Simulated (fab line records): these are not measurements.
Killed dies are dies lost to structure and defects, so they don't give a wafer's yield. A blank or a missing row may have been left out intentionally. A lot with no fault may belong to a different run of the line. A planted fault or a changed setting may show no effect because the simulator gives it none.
A lot that was struck, set against a sound lot / flow nandHarc / 14 steps out of a route of 1302
Sound: the wafers L266.1, L266.3, L266.6. Wafers struck: L275.4, L275.5, L275.6. The cause is named last.
Order at every step that has rows: each side's tool, ch and its chambers, its first start. Under that, the readings that differ: sound wafers / struck wafers / difference of the means / sigmas: that difference in standard deviations of wafers without a fault.
alike: same words and numbers on both sides, and readings whose means sit less than 2 such deviations apart. not compared: any withheld reading, any reading some wafer has no value for, any bound like >300 that may hide the same value, and any number with overlapping values for which the record gives no deviation.
A row with sigmas, a row that says differs or no value, or rows on one side alone: a step with any of these is where the two part. When numbers do not overlap yet have no deviation, they are printed without sigmas and do not part them. Lack of a reading on every wafer of one side parts them only where that side has two or more wafers.

NHARC_P_M2_PRE_CLEAN_30: time 30 s.
  sound on pvdSputter-01; struck on pvdSputter-02
  alike: heaterPowerW
NHARC_P_M2_PVD_20: deposits TaN, target thk 5 nm, time 8.06 s.
  sound on pvdSputter-01; struck on pvdSputter-02
  alike: biasV, throttleValvePct
NHARC_P_M2_PVD_21: deposits Cu, target thk 30 nm, time 20.49 s.
  sound on pvdSputter-01; struck on pvdSputter-02
  alike: throttleValvePct
then, 1 step without rows for these wafers: NHARC_P_M2_ECD_22 (material Cu, target thk 400 nm).
NHARC_P_M2_ANNEAL_31: time 90 s.
  sound on rtpAnneal-02 ch 0, day 9 20:22; struck on rtpAnneal-02 ch 0, day 13 13:22
  alike: wafer_temp_C_max
NHARC_P_M2_CMP_23: polishes, t overpolish 20 s, target thk 144.3 nm.
  sound on cmp-02 ch 0,1,2, day 9 20:44; struck on cmp-03 ch 1,2,3, day 13 13:37
  alike: motorCurrentA, timeToEndpointS
NHARC_P_M2_THK_MEAS_24: measures by xrf.
  sound on filmMetro-02 at day 9 21:02; struck on filmMetro-01 at day 13 13:52
  alike: thkNm
then, 1 step without rows for these wafers: NHARC_P_M2_SRD_25.
NHARC_P_M2_INSPECT_27:
  sound on defectInspect-02 at day 9 21:11; struck on defectInspect-02 at day 13 14:02
  alike: rawDefectCount
then, 2 steps without rows for these wafers: NHARC_P_M2_PRE_CLEAN_32 (time 12 s); NHARC_P_M2_DEP_33 (deposits SiCN, target thk 30 nm).
NHARC_P_BONDPAD_DEP_00: deposits SiCN, target thk 250 nm.
  sound on pecvd-03 ch 1,2, day 9 21:44; struck on pecvd-03 ch 0,1,2, day 13 15:19
  alike: heaterPowerW, showerheadVppV
then, 1 step without rows for these wafers: NHARC_P_BONDPAD_CMP_32 (polishes SiCN, target thk 200 nm).
-- jump in the record: it breaks off in module P_BONDPAD and resumes in module END (first step shown: number 1302 of the route), and 19 days separate the struck wafers' starts before and after --
NHARC_END_SORT_01:
  sound on prober-02 ch 0, day 28 04:09; struck on prober-01 ch 0, day 32 20:16
reading=defectLimitedYield (%); sound=83.9 84.2 88.9; struck=91.3 92.8 93.8; difference=+7.0; sigmas=+2
reading=killedAtArray; sound=103 101 69; struck=50 38 28; difference=-52; sigmas=-3
reading=killedAtPeriphery; sound=4 3 1; struck=8 10 12; difference=+7; sigmas=+3
reading=killedDies; sound=109 107 75; struck=59 49 42; difference=-47; sigmas=-2
  alike: killedAtOther, killedOpen, killedShort

## WHERE THEY PART
At NHARC_END_SORT_01 and nowhere else, as far as this record goes.

WHY: what had been put in by the simulator
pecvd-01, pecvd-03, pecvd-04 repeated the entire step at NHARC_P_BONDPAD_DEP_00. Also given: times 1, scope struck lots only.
